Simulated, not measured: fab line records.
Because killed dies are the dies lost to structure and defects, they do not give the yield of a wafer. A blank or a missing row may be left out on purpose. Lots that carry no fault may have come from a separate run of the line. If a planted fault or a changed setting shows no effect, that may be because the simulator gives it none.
Tool commonality check / flow nand harc / Sampled: 6 lots, 18 wafers

REASON FOR OPENING
On 2 of the 6 lots, a flag is raised at NHARC_END_SORT_01 on the reading killed at periphery. No-fault wafers: 3.1, standard deviation 2.1.
Rule: a lot is flagged when every wafer of it that has a number lies more than 4 standard deviations from that mean, or none has a number. All remaining lots are regarded as sound.

lot=L979; measured=day 19 15:55; on=prober-01; killed at periphery, wafer by wafer=3 4 2; flag=
lot=L983; measured=day 20 16:18; on=prober-01; killed at periphery, wafer by wafer=1 2 2; flag=
lot=L982; measured=day 20 17:01; on=prober-02; killed at periphery, wafer by wafer=4 3 6; flag=
lot=L985; measured=day 21 21:58; on=prober-01; killed at periphery, wafer by wafer=8 3 4; flag=
lot=L996; measured=day 23 21:01; on=prober-02; killed at periphery, wafer by wafer=95 73 95; flag=FLAGGED
lot=L995; measured=day 24 01:56; on=prober-01; killed at periphery, wafer by wafer=97 103 88; flag=FLAGGED
The numbers of the flagged lots are 91.8 on average: +88.7 against the usual, or +42 standard deviations.

WHICH TOOL EACH LOT WENT THROUGH
The record holds 3 process steps before the reading, out of a route of 1159 steps. In each cell: the tool, then ch and the chambers that the sampled wafers went through, then the start.
lot=L979; flag=; NHARC_P_CONTACT_ETCH_36=rie diel-08 ch 2,3, day 5 20:31; NHARC_A_BONDPAD_DEGAS_25=pvd sputter-02, day 18 03:55; NHARC_THIN_TSV_CMP_01=cmp-04 ch 2,3, day 18 18:43
lot=L983; flag=; NHARC_P_CONTACT_ETCH_36=rie diel-08 ch 0,1,2, day 7 03:47; NHARC_A_BONDPAD_DEGAS_25=pvd sputter-01, day 19 07:38; NHARC_THIN_TSV_CMP_01=cmp-02 ch 0,3, day 19 19:05
lot=L982; flag=; NHARC_P_CONTACT_ETCH_36=rie diel-04 ch 0,1,3, day 6 16:18; NHARC_A_BONDPAD_DEGAS_25=pvd sputter-03, day 19 04:20; NHARC_THIN_TSV_CMP_01=cmp-04 ch 0,1,2, day 19 17:54
lot=L985; flag=; NHARC_P_CONTACT_ETCH_36=rie diel-08 ch 0,1,2, day 7 19:37; NHARC_A_BONDPAD_DEGAS_25=pvd sputter-01, day 20 10:35; NHARC_THIN_TSV_CMP_01=cmp-04 ch 1,2,3, day 21 01:19
lot=L996; flag=FLAGGED; NHARC_P_CONTACT_ETCH_36=rie diel-08 ch 2,3, day 10 05:47; NHARC_A_BONDPAD_DEGAS_25=pvd sputter-03, day 22 11:58; NHARC_THIN_TSV_CMP_01=cmp-04 ch 0,2,3, day 23 04:49
lot=L995; flag=FLAGGED; NHARC_P_CONTACT_ETCH_36=rie diel-08 ch 0,1,3, day 10 03:40; NHARC_A_BONDPAD_DEGAS_25=pvd sputter-02, day 22 10:22; NHARC_THIN_TSV_CMP_01=cmp-01 ch 1,2,3, day 23 06:02
What the steps here do:
- NHARC_P_CONTACT_ETCH_36: etches the open film in N2/H2, target depth 260 nm, time 406.25 s.
- NHARC_A_BONDPAD_DEGAS_25: time 60 s.
- NHARC_THIN_TSV_CMP_01: polishes.
- NHARC_END_SORT_01

FLAGGED OVER TOTAL, TOOL BY TOOL (the gauges that took the reading come last)
step=NHARC_P_CONTACT_ETCH_36; tool=rie diel-04; lots run=1; flagged=0; share of the flagged lots=none; sound lots run after its first flagged lot=-
step=NHARC_P_CONTACT_ETCH_36; tool=rie diel-08; lots run=5; flagged=2; share of the flagged lots=all; sound lots run after its first flagged lot=0
step=NHARC_A_BONDPAD_DEGAS_25; tool=pvd sputter-01; lots run=2; flagged=0; share of the flagged lots=none; sound lots run after its first flagged lot=-
step=NHARC_A_BONDPAD_DEGAS_25; tool=pvd sputter-02; lots run=2; flagged=1; share of the flagged lots=some; sound lots run after its first flagged lot=0
step=NHARC_A_BONDPAD_DEGAS_25; tool=pvd sputter-03; lots run=2; flagged=1; share of the flagged lots=some; sound lots run after its first flagged lot=0
step=NHARC_THIN_TSV_CMP_01; tool=cmp-01; lots run=1; flagged=1; share of the flagged lots=some; sound lots run after its first flagged lot=0
step=NHARC_THIN_TSV_CMP_01; tool=cmp-02; lots run=1; flagged=0; share of the flagged lots=none; sound lots run after its first flagged lot=-
step=NHARC_THIN_TSV_CMP_01; tool=cmp-04; lots run=4; flagged=1; share of the flagged lots=some; sound lots run after its first flagged lot=0
step=NHARC_END_SORT_01; tool=prober-01; lots run=4; flagged=1; share of the flagged lots=some; sound lots run after its first flagged lot=0
step=NHARC_END_SORT_01; tool=prober-02; lots run=2; flagged=1; share of the flagged lots=some; sound lots run after its first flagged lot=0

WHAT THE TABLE PERMITS
In the table, 1 row covers all flagged lots: rie diel-08 at NHARC_P_CONTACT_ETCH_36.
- rie diel-08 at NHARC_P_CONTACT_ETCH_36 ran 5 lots, 2 of them flagged. Its last sound lot is L985 (day 7 19:37), its first flagged lot L995 (day 10 03:40): a fault that began between those two fits.
One tool is left: rie diel-08 at NHARC_P_CONTACT_ETCH_36.

WHAT THE SIMULATOR HAD PUT IN
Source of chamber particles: rie diel-08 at NHARC_P_CONTACT_ETCH_36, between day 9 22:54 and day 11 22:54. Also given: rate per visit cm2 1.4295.
Lots struck among those shown: L996, L995. This agrees with what the rule above found.
